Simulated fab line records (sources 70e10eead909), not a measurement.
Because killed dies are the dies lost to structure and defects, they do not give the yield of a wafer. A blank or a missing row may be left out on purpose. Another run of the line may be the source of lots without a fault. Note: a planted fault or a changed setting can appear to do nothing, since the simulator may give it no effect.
fab line records | flow nand-harc
record: lots: 24 wafers: 72 last-day: 33
route steps=1302 shown P_BONDPAD@365 A_ONON_D1@429 A_CHANNEL_HOLE_D1@489 A_CHANNEL_FILL_D1@508
lots with no fault: from the same line, run without faults
start-h: start of the lot's first displayed wafer, in hours after the record's first day | wait-h: time in hours since the lot's previous step | " same as the row above | L1.1+2: a row that stands for several wafers | - no value, or no start given | * or withheld: withheld | < > ~ a bound
route shown NAME@n: names a module that has steps shown in the file, with the first one's number in the route | usual: mean/standard deviation taken from wafers without a fault | same: alike in all rows | chamber/n: place in a boat | sites: the reading at each site | _std_site: standard deviation of those values | _edge_site: outer sites' mean less inner sites' | radius-mm: how far each site lies from the wafer's centre | mask NAME#n: copy n | behind: the tool/chamber that last shaped the wafer | hold: the reason the lot was held/the length of the hold in hours/how it ended | device: the n, p or np transistor that did not switch | end of line: tests of these same wafers at the route's end | a step without rows: its recipe alone | killed: the dies lost at the first sort to structure and to defects; this is not the yield of the wafer | map: a wafer's dies, marking killed ones x, the rest . and places with no die _
set.NAME: the setting the step ran with; set.NAME@STEP: the setting that earlier step ran with | model.NAME: the simulator's own value behind a step, which no gauge read
steps of the route over a sample of lots; a table a step, a row a wafer
services: the hour from which a tool's chamber was out of use, counted from the record's first day as start-h (under 0 if before that day), plus the number of hours and why
== steps ==
step: NHARC_P_BONDPAD_OVL_MEAS_38
usual: overlay-x-nm: 0/4.3 overlay-y-nm: -2/6.6
columns lot.wafer tool chamber start-h wait-h overlay-x-nm overlay-y-nm
L074.2 overlay-01 - 130.31 - 0 -4
L074.3 " - " " 0 -4
L074.5 " - " " 0 -4
L075.2 overlay-02 - 146.73 - 4 -10
L075.4 " - " " 4 -10
L075.5 " - " " 5 -10
L076.1 overlay-02 - 158.37 - 4 11
L076.2 " - " " 4 10
L076.4 " - " " 4 10
L077.3 overlay-01 - 159.63 - -5 -1
L077.4 " - " " -6 -2
L077.5 " - " " -5 0
L078.1 overlay-01 - 171.54 - 6 -13
L078.3 " - " " 5 -13
L078.5 " - " " 6 -13
L079.1 overlay-02 - 183.80 - -3 -8
L079.4 " - " " -3 -7
L079.5 " - " " -3 -7
L080.1 overlay-02 - 193.52 - 5 2
L080.2 " - " " 5 2
L080.6 " - " " 5 3
L081.2 overlay-01 - 209.00 - -2 4
L081.3 " - " " -2 4
L081.6 " - " " -1 4
L082.1 overlay-02 - 210.97 - 0 2
L082.2 " - " " 1 3
L082.4 " - " " 1 2
L083.1 overlay-02 - 228.34 - -4 9
L083.3 " - " " -4 10
L083.4 " - " " -4 9
L084.2 overlay-02 - 233.05 - -2 -5
L084.4 " - " " -3 -5
L084.6 " - " " -2 -5
L085.3 overlay-01 - 244.99 - -5 -8
L085.5 " - " " -6 -9
L085.6 " - " " -6 -8
L086.3 overlay-01 - 262.56 - 2 10
L086.5 " - " " 1 11
L086.6 " - " " 2 10
L087.2 overlay-01 - 263.02 - 1 -10
L087.4 " - " " 1 -10
L087.5 " - " " 1 -10
L089.3 overlay-01 - 279.00 - -2 -7
L089.5 " - " " -2 -6
L089.6 " - " " -3 -7
L088.1 overlay-02 - 280.31 - 4 -2
L088.3 " - " " 3 -2
L088.5 " - " " 3 -2
L090.1 overlay-01 - 295.36 - 5 -6
L090.3 " - " " 5 -6
L090.4 " - " " 4 -7
L091.1 overlay-02 - 297.52 - 5 -7
L091.2 " - " " 5 -7
L091.6 " - " " 5 -7
L092.1 overlay-01 - 315.27 - 8 1
L092.4 " - " " 7 1
L092.6 " - " " 7 1
L093.1 overlay-02 - 322.06 - -6 -8
L093.2 " - " " -6 -8
L093.6 " - " " -6 -9
L094.1 overlay-02 - 333.27 - -3 0
L094.2 " - " " -3 0
L094.6 " - " " -4 1
L095.3 overlay-02 - 340.33 - -8 3
L095.5 " - " " -8 3
L095.6 " - " " -8 3
L096.2 overlay-01 - 353.52 - -1 5
L096.3 " - " " -1 5
L096.5 " - " " -1 5
L097.3 overlay-02 - 360.02 - -2 -4
L097.4 " - " " -2 -4
L097.6 " - " " -2 -4
step: NHARC_P_BONDPAD_ETCH_24
recipe: target-depth-a: 300 over-etch-frac: 0.3 time-s: 72.99 ion-energy-ev: 150 cf4-flow-sccm: 50 n2-flow-sccm: 100 ar-flow-sccm: 150 rf-w: 300 bias-w: 100 chemistry: CF4/N2
usual: chamber-pressure-mTorr: 29.997/0.029 drypump-motor-current-A: 5.6/0.47 oes-product-au: 1.006/0.011 rf-vpp-V: 314.7/1.8 showerhead-plenum-p-Torr: 2.66/0.1 throttle-valve-pct: 19.794/0.0081
same: time-s: 72.99
columns lot.wafer tool chamber start-h wait-h chamber-pressure-mTorr drypump-motor-current-A oes-product-au rf-hours-counter-h rf-vpp-V showerhead-plenum-p-Torr throttle-valve-pct
L074.3 rie-diel-11 1 - - 30.013 5.0 0.999 1.2 314.7 2.62 19.798
L074.2 " 2 " " 30.014 5.5 1.024 1.1 315.8 2.71 19.795
L074.5 " 1 " " 29.950 5.0 0.999 - 312.3 2.61 19.798
L075.4 rie-diel-02 3 - - 30.012 6.2 1.020 4.6 316.3 2.76 19.799
L075.2 " 2 " " 29.988 5.7 1.003 4.9 313.5 2.52 19.806
L075.5 " 3 " " 30.038 6.2 1.017 - 317.5 2.76 19.790
L076.2 rie-diel-11 1 - - 29.991 5.0 1.006 2.3 313.3 2.61 19.803
L076.1 " 3 " " 30.023 5.9 0.995 2.1 314.7 2.70 19.796
L076.4 " 0 " " 29.958 6.0 0.997 2.3 317.5 2.79 19.778
L077.4 rie-diel-11 2 - - 29.985 5.6 1.025 2.1 315.6 2.71 19.784
L077.3 " 0 " " 29.947 6.1 1.009 2.4 317.1 2.79 19.799
L077.5 " 2 " " 30.012 5.5 1.034 - 315.9 2.71 19.790
L078.3 rie-diel-08 2 - - 30.015 4.9 1.020 11.7 313.2 2.56 19.801
L078.1 " 3 " " 29.956 6.5 0.994 11.3 314.0 2.59 19.790
L078.5 " 1 " " 29.945 5.2 1.008 - 317.7 2.77 19.799
L079.1 rie-diel-11 1 - - 29.988 5.0 0.999 3.1 314.2 2.61 19.783
L079.4 " 2 " " 29.959 5.6 1.024 2.9 315.7 2.71 19.789
L079.5 " 3 " " 29.966 5.9 1.005 - 316.0 2.70 19.808
L080.2 rie-diel-11 3 - - 30.008 5.9 1.008 3.2 313.4 2.70 19.789
L080.1 " 0 " " 30.051 6.1 1.005 3.5 317.0 2.79 19.796
L080.6 " 0 " " 29.988 6.1 1.013 - 315.7 2.79 19.788
L081.2 rie-diel-08 3 - - 30.010 6.5 0.999 0.3 313.4 2.59 19.801
L081.3 " 0 " " 30.048 5.4 1.010 0.3 312.3 2.52 19.788
L081.6 " 3 " " 30.006 6.5 1.000 - 312.1 2.59 19.792
L082.4 rie-diel-02 0 - - 30.005 5.5 0.993 7.3 315.7 2.78 19.790
L082.1 " 1 " " 29.978 5.7 0.985 7.1 312.4 2.50 19.794
L082.2 " 3 " " 29.997 6.2 1.024 7.1 317.3 2.75 19.810
L083.4 rie-diel-08 2 - - 29.987 4.9 1.001 0.4 313.1 2.56 19.807
L083.3 " 3 " " 29.981 6.5 0.987 0.5 313.3 2.59 19.821
L083.1 " 1 " " 29.949 5.2 0.999 0.4 316.2 2.77 19.797
L084.2 rie-diel-11 1 233.75 0.1 30.037 5.0 1.012 4.3 314.2 2.61 19.808
L084.4 " 0 " " 29.998 6.1 0.993 - 316.5 2.79 19.793
L084.6 " 2 " " 30.041 5.6 1.023 - 313.7 2.71 19.805
L085.3 rie-diel-02 2 - - 29.984 5.7 0.995 1.5 313.8 2.52 19.799
L085.6 " 2 " " 30.036 5.7 1.007 - 314.0 2.52 19.791
L085.5 " 3 " " 30.045 6.2 1.020 - 318.1 2.75 19.798
L086.3 rie-diel-02 0 - - 29.986 5.5 0.996 2.0 317.0 2.77 19.792
L086.5 " 1 " " 29.985 5.7 0.992 - 312.3 2.50 19.795
L086.6 " 2 " " 29.903 5.7 1.002 - 313.7 2.52 19.793
L087.2 rie-diel-02 3 - - 30.023 6.2 1.025 2.6 315.9 2.75 19.798
L087.4 " 0 " " 29.977 5.5 0.994 2.1 317.8 2.77 19.805
L087.5 " 0 " " 29.964 5.5 0.992 - 316.4 2.77 19.807
L089.3 rie-diel-08 3 - - 29.973 6.5 0.995 4.1 314.1 2.59 19.791
L089.6 " 2 " " 29.976 5.0 1.012 - 313.5 2.56 19.787
L089.5 " 3 " " 30.008 6.5 1.008 - 312.7 2.59 19.807
L088.1 rie-diel-08 1 - - 30.032 5.2 0.988 3.4 316.5 2.77 19.785
L088.3 " 0 " " 30.000 5.3 1.018 4.3 313.5 2.51 19.794
L088.5 " 1 " " 29.969 5.2 0.989 - 316.9 2.77 19.800
L090.3 rie-diel-08 1 - - 30.008 5.2 0.983 3.7 316.9 2.77 19.785
L090.1 " 3 " " 30.013 6.5 0.997 4.4 313.8 2.59 19.795
L090.4 " 0 " " 30.013 5.3 1.006 4.6 313.1 2.51 19.804
L091.2 rie-diel-11 3 - - 29.961 6.0 1.006 0.7 313.4 2.70 19.792
L091.1 " 2 " " 29.985 5.6 1.009 0.8 314.7 2.71 19.796
L091.6 " 0 " " 29.988 6.1 1.021 - 317.8 2.79 19.790
L092.1 rie-diel-11 1 - - 30.034 5.0 0.994 1.1 314.7 2.61 19.799
L092.4 " 2 " " 30.004 5.6 1.014 1.1 315.3 2.71 19.798
L092.6 " 0 " " 29.973 6.0 1.016 - 315.9 2.79 19.791
L093.2 rie-diel-08 0 - - 29.951 5.4 1.007 5.8 312.5 2.51 19.800
L093.1 " 1 " " 30.000 5.2 1.006 5.5 316.9 2.77 19.800
L093.6 " 1 " " 30.026 5.2 0.995 - 317.5 2.77 19.781
L094.2 rie-diel-11 2 - - 29.971 5.6 1.013 1.5 314.2 2.71 19.804
L094.1 " 0 " " 29.979 6.1 1.014 1.6 316.9 2.79 19.807
L094.6 " 1 " " 30.028 5.0 1.009 - 313.9 2.61 19.803
L095.3 rie-diel-02 0 - - 29.972 5.5 0.987 5.2 315.3 2.77 19.789
L095.6 " 2 " " 30.016 5.7 1.008 - 312.5 2.51 19.792
L095.5 " 3 " " 29.998 6.2 1.025 - 316.7 2.75 19.798
L096.2 rie-diel-11 0 354.26 0.1 29.960 6.1 1.013 2.3 316.9 2.79 19.794
L096.3 " 1 " " 30.033 5.0 1.005 2.2 313.6 2.61 19.782
L096.5 " 3 " " 29.986 6.0 0.997 - 314.7 2.70 19.789
L097.4 rie-diel-08 3 - - 29.973 6.5 1.009 8.8 312.6 2.59 19.785
L097.3 " 1 " " 29.997 5.2 1.008 8.8 316.6 2.77 19.789
L097.6 " 0 " " 30.009 5.4 1.031 - 312.6 2.51 19.793
step: NHARC_P_BONDPAD_ACTIVATE_29
recipe: time-s: 60 n2-flow-sccm: 200 ar-flow-sccm: 0 bias-power-w: 0 chemistry: N2
usual: drypump-motor-current-A: 5.6/0.45 oes-product-au: 1.006/0.012 rf-vpp-V: 64.2/0.88 showerhead-plenum-p-Torr: 1.79/0.071
same: time-s: 60
columns lot.wafer tool chamber start-h wait-h drypump-motor-current-A oes-product-au rf-hours-counter-h rf-vpp-V showerhead-plenum-p-Torr
L074.2 rie-diel-11 2 133.09 0.1 5.5 1.023 1.2 64.0 1.83
L074.3 " 0 " " 6.1 1.002 1.3 64.8 1.88
L074.5 " 3 " " 5.9 1.000 - 64.4 1.82
L075.2 rie-diel-11 0 149.47 0.1 6.1 1.009 2.2 64.5 1.88
L075.4 " 1 " " 5.0 1.009 2.1 63.1 1.76
L075.5 " 0 " " 6.1 1.015 - 64.2 1.88
L076.1 rie-diel-02 3 161.11 0.1 6.2 1.009 5.0 64.8 1.86
L076.4 " 0 " " 5.5 0.991 5.1 65.8 1.87
L076.2 " 1 " " 5.7 0.999 5.5 63.9 1.68
L077.4 rie-diel-11 3 162.84 0.1 5.9 1.004 2.1 63.8 1.82
L077.3 " 0 " " 6.0 0.998 2.4 65.8 1.88
L077.5 " 1 " " 5.0 1.003 - 64.3 1.76
L078.3 rie-diel-11 0 174.59 0.1 6.0 1.010 2.8 65.5 1.88
L078.1 " 1 " " 5.0 1.002 2.7 63.6 1.76
L078.5 " 2 " " 5.6 1.029 - 63.8 1.83
L079.4 rie-diel-02 0 186.58 0.1 5.5 0.997 6.7 65.4 1.87
L079.1 " 2 " " 5.7 1.007 7.0 63.8 1.69
L079.5 " 0 " " 5.5 0.997 - 64.7 1.87
L080.2 rie-diel-11 1 196.33 0.1 5.0 1.000 3.4 63.7 1.76
L080.1 " 3 " " 5.9 1.009 3.3 63.9 1.82
L080.6 " 2 " " 5.6 1.023 - 63.9 1.83
L081.3 rie-diel-11 0 211.79 0.1 6.1 1.009 3.8 63.4 1.88
L081.2 " 1 " " 5.0 1.003 3.7 64.9 1.76
L081.6 " 2 " " 5.5 1.021 - 63.6 1.83
L082.2 rie-diel-08 0 213.74 0.1 5.4 1.019 0.3 63.7 1.69
L082.4 " 1 " " 5.2 1.008 0.2 63.0 1.87
L082.1 " 2 " " 4.9 1.016 0.2 63.3 1.72
L083.1 rie-diel-11 2 231.12 0.1 5.5 1.029 3.9 63.7 1.83
L083.3 " 0 " " 6.0 1.008 4.3 63.4 1.88
L083.4 " 1 " " 5.0 1.008 - 64.9 1.76
L084.4 rie-diel-08 3 235.97 0.1 6.5 0.997 1.2 63.2 1.74
L084.2 " 0 " " 5.3 1.019 1.2 63.8 1.69
L084.6 " 2 " " 4.9 1.015 - 63.4 1.72
L085.3 rie-diel-02 0 248.32 0.1 5.5 0.994 1.4 65.3 1.87
L085.6 " 1 " " 5.7 0.998 - 63.6 1.67
L085.5 " 2 " " 5.7 0.997 - 63.7 1.69
L086.3 rie-diel-11 1 265.31 0.1 5.0 1.000 0.0 63.4 1.76
L086.6 " 0 " " 6.1 1.010 - 65.2 1.88
L086.5 " 1 " " 5.0 0.995 - 63.9 1.76
L087.4 rie-diel-08 0 266.10 0.1 5.3 1.004 2.4 63.3 1.69
L087.2 " 1 " " 5.2 1.000 3.1 66.2 1.87
L087.5 " 1 " " 5.2 0.994 - 63.7 1.87
L089.3 rie-diel-08 3 281.80 0.1 6.5 0.983 4.2 62.9 1.74
L089.6 " 3 " " 6.5 0.989 - 63.8 1.74
L089.5 " 0 " " 5.4 1.013 - 64.4 1.69
L088.1 rie-diel-02 0 283.07 0.1 5.5 0.979 2.9 64.9 1.87
L088.3 " 3 " " 6.2 1.027 3.6 64.6 1.86
L088.5 " 0 " " 5.5 0.981 - 63.9 1.87
L090.1 rie-diel-08 2 298.18 0.1 5.0 1.008 5.3 64.3 1.72
L090.3 " 3 " " 6.5 0.994 4.5 65.3 1.74
L090.4 " 1 " " 5.2 0.989 3.8 64.2 1.87
L091.1 rie-diel-11 0 300.25 0.1 6.1 1.007 0.8 63.3 1.88
L091.2 " 2 " " 5.5 1.013 0.9 64.4 1.83
L091.6 " 3 " " 5.9 0.999 - 64.7 1.82
L092.1 rie-diel-11 0 318.03 0.1 6.1 1.022 1.2 65.1 1.88
L092.4 " 1 " " 5.0 1.003 1.2 65.0 1.76
L092.6 " 3 " " 5.9 1.002 - 66.1 1.82
L093.1 rie-diel-02 2 324.84 0.1 5.6 1.009 5.8 63.7 1.69
L093.2 " 0 " " 5.5 0.987 4.5 64.4 1.87
L093.6 " 2 " " 5.7 1.001 - 63.8 1.69
L094.1 rie-diel-08 3 336.03 0.1 6.5 0.999 6.8 62.1 1.74
L094.2 " 0 " " 5.3 1.029 6.7 64.4 1.69
L094.6 " 3 " " 6.5 1.006 - 65.9 1.74
L095.3 rie-diel-11 2 343.13 0.1 5.5 1.012 1.8 64.1 1.83
L095.6 " 1 " " 5.0 1.005 - 64.9 1.76
L095.5 " 2 " " 5.5 1.020 - 64.7 1.83
L096.3 rie-diel-11 0 356.34 0.1 6.1 1.009 2.4 66.6 1.88
L096.2 " 1 " " 5.0 1.002 2.3 63.9 1.76
L096.5 " 0 " " 6.0 1.009 - 63.9 1.88
L097.3 rie-diel-11 1 362.77 0.1 5.1 1.003 2.4 65.2 1.76
L097.4 " 2 " " 5.5 1.027 2.0 61.4 1.83
L097.6 " 2 " " 5.6 1.019 - 63.1 1.83
step: NHARC_A_ONON_D1_THK_MEAS_08
recipe: thk-meas-gauge: ellipsometry
usual: thk-nm: 999/8.9
columns lot.wafer tool chamber start-h wait-h thk-nm
L074.2 film-metro-02 - 159.05 - 1008
L074.3 " - " " 1006
L074.5 " - " " 1007
L075.2 film-metro-02 - 175.69 - 1011
L075.4 " - " " 1009
L075.5 " - " " 1008
L076.1 film-metro-01 - 186.37 - 988
L076.2 " - " " 989
L076.4 " - " " 990
L077.3 film-metro-01 - 186.52 - 1011
L077.4 " - " " 1009
L077.5 " - " " 1009
L078.1 film-metro-01 - 203.27 - 987
L078.3 " - " " 985
L078.5 " - " " 986
L079.1 film-metro-02 - 211.46 - 1009
L079.4 " - " " 1007
L079.5 " - " " 1006
L080.1 film-metro-01 - 223.64 - 1003
L080.2 " - " " 1002
L080.6 " - " " 1002
L082.1 film-metro-02 - 237.15 - 1004
L082.2 " - " " 1002
L082.4 " - " " 1002
L081.2 film-metro-02 - 237.50 - 1004
L081.3 " - " " 1007
L081.6 " - " " 1005
L083.1 film-metro-01 - 255.85 - 993
L083.3 " - " " 993
L083.4 " - " " 994
L084.2 film-metro-02 - 261.72 - 999
L084.4 " - " " 1001
L084.6 " - " " 1001
L085.3 film-metro-01 - 272.83 - 998
L085.5 " - " " 1000
L085.6 " - " " 999
L087.2 film-metro-01 - 290.01 - 983
L087.4 " - " " 984
L087.5 " - " " 982
L086.3 film-metro-01 - 290.08 - 1013
L086.5 " - " " 1013
L086.6 " - " " 1014
L088.1 film-metro-02 - 305.81 - 989
L088.3 " - " " 989
L088.5 " - " " 989
L089.3 film-metro-01 - 306.01 - 985
L089.5 " - " " 985
L089.6 " - " " 986
L090.1 film-metro-01 - 323.28 - 999
L090.3 " - " " 999
L090.4 " - " " 1000
L091.1 film-metro-01 - 323.63 - 1011
L091.2 " - " " 1009
L091.6 " - " " 1011
L092.1 film-metro-02 - 342.56 - 989
L092.4 " - " " 988
L092.6 " - " " 988
L093.1 film-metro-01 - 350.80 - 997
L093.2 " - " " 997
L093.6 " - " " 997
L094.1 film-metro-01 - 360.21 - 1010
L094.2 " - " " 1010
L094.6 " - " " 1009
L095.3 film-metro-01 - 370.13 - 994
L095.5 " - " " 995
L095.6 " - " " 993
L096.2 film-metro-01 - 381.08 - 996
L096.3 " - " " 996
L096.5 " - " " 997
L097.3 film-metro-01 - 387.00 - 1000
L097.4 " - " " 1000
L097.6 " - " " 999
step: NHARC_A_CHANNEL_HOLE_D1_INSPECT_40
usual: raw-defect-count: 79/28
columns lot.wafer tool chamber start-h wait-h raw-defect-count
L074.2 defect-inspect-01 - 186.14 - 44
L074.3 " - " " 60
L074.5 " - " " 46
L075.2 defect-inspect-01 - 205.32 - 57
L075.4 " - " " 57
L075.5 " - " " 46
L076.1 defect-inspect-02 - 210.73 - 73
L076.2 " - " " 90
L076.4 " - " " 77
L077.3 defect-inspect-02 - 212.00 - 60
L077.4 " - " " 71
L077.5 " - " " 57
L078.1 defect-inspect-01 - 228.50 - 99
L078.3 " - " " 84
L078.5 " - " " 124
L079.1 defect-inspect-01 - 236.85 - 100
L079.4 " - " " 83
L079.5 " - " " 113
L080.1 defect-inspect-02 - 248.60 - 109
L080.2 " - " " 115
L080.6 " - " " 103
L081.2 defect-inspect-02 - 265.12 - 111
L081.3 " - " " 73
L081.6 " - " " 83
L082.1 defect-inspect-01 - 266.61 - 37
L082.2 " - " " 44
L082.4 " - " " 40
L083.1 defect-inspect-01 - 281.87 - 91
L083.3 " - " " 104
L083.4 " - " " 72
L084.2 defect-inspect-02 - 290.20 - 127
L084.4 " - " " 129
L084.6 " - " " 105
L085.3 defect-inspect-02 - 298.09 - 47
L085.5 " - " " 84
L085.6 " - " " 61
L087.2 defect-inspect-02 - 317.43 - 53
L087.4 " - " " 53
L087.5 " - " " 47
L086.3 defect-inspect-02 - 317.91 - 161
L086.5 " - " " 125
L086.6 " - " " 126
L088.1 defect-inspect-01 - 328.22 - 77
L088.3 " - " " 96
L088.5 " - " " 105
L089.3 defect-inspect-01 - 329.94 - 73
L089.5 " - " " 72
L089.6 " - " " 90
L091.1 defect-inspect-01 - 346.32 - 110
L091.2 " - " " 117
L091.6 " - " " 107
L090.1 defect-inspect-02 - 348.98 - 56
L090.3 " - " " 55
L090.4 " - " " 44
L092.1 defect-inspect-02 - 364.60 - 66
L092.4 " - " " 71
L092.6 " - " " 58
L093.1 defect-inspect-02 - 372.75 - 74
L093.2 " - " " 133
L093.6 " - " " 74
L094.1 defect-inspect-02 - 384.65 - 88
L094.2 " - " " 65
L094.6 " - " " 65
L095.3 defect-inspect-02 - 400.58 - 55
L095.5 " - " " 68
L095.6 " - " " 39
L096.2 defect-inspect-02 - 404.71 - 61
L096.3 " - " " 102
L096.5 " - " " 74
L097.3 defect-inspect-02 - 411.39 - 41
L097.4 " - " " 36
L097.6 " - " " 49
step: NHARC_A_CHANNEL_FILL_D1_ETCHBACK_08
recipe: target-depth-a: 2200 time-s: 110 c4f8-flow-sccm: 20 ar-flow-sccm: withheld rf-w: 600 bias-w: 300 chemistry: C4F8
usual: chamber-pressure-mTorr: 24.999/0.023 oes-product-au: 0.934/0.03 rf-vpp-V: 440.9/2.4
same: time-s: 110
columns lot.wafer tool chamber start-h wait-h chamber-pressure-mTorr oes-product-au rf-hours-counter-h rf-vpp-V
L074.3 rie-diel-07 1 - - 25.021 0.942 4.4 444.5
L074.2 " 3 " " 24.974 0.924 4.7 435.7
L074.5 " 1 " " 24.996 0.934 - 444.7
L075.4 rie-diel-07 1 - - 24.977 0.933 5.9 445.5
L075.2 " 3 " " 25.021 0.918 5.6 437.8
L075.5 " 1 " " 24.992 0.933 - 444.5
L077.3 rie-diel-07 1 - - 24.985 0.943 5.9 443.6
L077.4 " 2 " " 24.929 0.904 6.1 441.5
L077.5 " 1 " " 24.979 0.941 - 444.1
L076.1 rie-diel-07 2 - - 25.006 0.896 6.1 442.0
L076.2 " 3 " " 24.997 0.905 5.7 435.8
L076.4 " 1 " " 25.017 0.944 6.0 444.4
L078.1 rie-diel-10 0 - - 25.013 0.919 2.0 437.9
L078.3 " 1 " " 24.999 0.903 2.1 438.8
L078.5 " 3 " " 24.951 0.903 - 443.3
L079.4 rie-diel-10 2 - - 24.972 0.943 2.4 440.0
L079.1 " 3 " " 25.000 0.913 1.5 442.1
L079.5 " 1 " " 24.991 0.913 - 437.3
L080.1 rie-diel-07 3 - - 24.976 0.909 7.2 436.1
L080.2 " 0 " " 25.002 0.916 6.4 441.8
L080.6 " 0 " " 24.980 0.918 - 444.3
L082.4 rie-diel-03 1 - - 24.987 1.027 0.6 441.3
L082.1 " 2 " " 25.020 1.017 1.6 441.9
L082.2 " 0 " " 25.024 1.010 1.7 440.5
L081.3 rie-diel-10 0 - - 24.976 0.973 4.0 436.8
L081.2 " 1 " " 24.938 0.968 3.3 438.8
L081.6 " 1 " " 24.998 0.965 - 438.6
L083.1 rie-diel-07 2 - - 24.986 0.939 1.2 440.9
L083.3 " 3 " " 24.999 0.929 0.8 437.6
L083.4 " 0 " " 24.978 0.932 0.8 442.3
L084.4 rie-diel-03 1 - - 24.995 0.944 1.9 441.2
L084.2 " 3 " " 25.008 0.901 3.0 443.3
L084.6 " 0 " " 25.043 0.927 - 438.4
L085.3 rie-diel-03 0 - - 25.032 0.928 3.1 440.1
L085.5 " 3 " " 25.004 0.910 - 442.1
L085.6 " 0 " " 25.032 0.916 - 441.5
L087.2 rie-diel-03 0 - - 25.028 0.923 3.9 441.2
L087.4 " 1 " " 25.002 0.933 2.7 441.6
L087.5 " 1 " " 24.986 0.937 - 442.8
L086.3 rie-diel-10 2 - - 25.007 0.930 8.5 441.0
L086.6 " 0 " " 25.015 0.924 - 436.4
L086.5 " 1 " " 25.009 0.913 - 438.3
L088.3 rie-diel-10 1 - - 25.006 0.916 7.8 440.2
L088.1 " 2 " " 24.964 0.933 8.9 440.1
L088.5 " 0 " " 25.014 0.922 - 436.2
L089.3 rie-diel-07 0 - - 25.002 0.967 2.7 443.0
L089.5 " 0 " " 25.009 0.970 - 442.8
L089.6 " 1 " " 25.024 1.005 - 443.9
L091.1 rie-diel-10 2 - - 24.993 0.933 10.3 438.8
L091.2 " 3 " " 25.002 0.907 9.8 442.5
L091.6 " 3 " " 25.001 0.917 - 440.9
L090.4 rie-diel-03 1 - - 24.974 0.938 3.6 440.0
L090.3 " 2 " " 24.965 0.939 4.1 442.0
L090.1 " 0 " " 24.989 0.923 4.8 438.8
L092.1 rie-diel-07 1 - - 25.009 0.931 6.8 443.1
L092.4 " 0 " " 24.977 0.916 6.2 442.0
L092.6 " 2 " " 24.965 0.932 - 441.7
L093.2 rie-diel-03 0 - - 24.997 0.933 6.0 441.1
L093.1 " 1 " " 24.982 0.947 4.8 441.7
L093.6 " 3 " " 24.995 0.917 - 443.7
L094.2 rie-diel-07 0 - - 24.998 0.918 6.9 441.6
L094.1 " 2 " " 24.997 0.937 5.9 440.5
L094.6 " 0 " " 25.005 0.918 - 443.5
L095.3 rie-diel-10 0 - - 24.981 0.980 0.5 437.8
L095.5 " 3 " " 25.031 0.974 - 441.1
L095.6 " 0 " " 25.041 0.978 - 438.0
L096.2 rie-diel-10 0 - - 25.034 0.913 0.5 436.8
L096.3 " 2 " " 25.005 0.937 0.7 439.3
L096.5 " 3 " " 25.007 0.914 - 441.7
L097.4 rie-diel-03 3 - - 24.963 0.907 8.4 442.1
L097.3 " 1 " " 25.002 0.938 7.1 442.0
L097.6 " 0 " " 25.010 0.925 - 441.4
== services ==
columns tool chamber start-h hours kind
rie-diel-02 3 107.16 4.2 repair
rie-diel-08 1 112.78 9.7 repair
rie-diel-07 - 117.20 9.0 pm
rie-diel-07 0 169.16 5.7 repair
rie-diel-02 1 169.67 2.5 repair
rie-diel-08 2 181.54 8.8 repair
rie-diel-08 - 190.86 9.0 pm
rie-diel-07 0 193.09 6.3 repair
rie-diel-02 3 197.08 4.0 repair
rie-diel-11 3 210.32 36.4 repair
rie-diel-02 - 216.93 9.0 pm
rie-diel-07 - 243.73 0.5 repair
rie-diel-11 - 255.50 9.0 pm
rie-diel-08 1 274.08 4.2 repair
rie-diel-11 3 285.73 8.3 repair
rie-diel-07 - 294.20 9.0 pm
rie-diel-07 2 313.34 3.3 repair
rie-diel-11 2 351.18 5.2 repair
rie-diel-08 - 367.86 9.0 pm
rie-diel-02 1 373.45 5.8 repair
rie-diel-02 - 393.93 9.0 pm
rie-diel-11 - 432.50 9.0 pm
rie-diel-08 1 439.52 2.3 repair
rie-diel-11 2 453.85 2.9 repair
== key ==
fault none
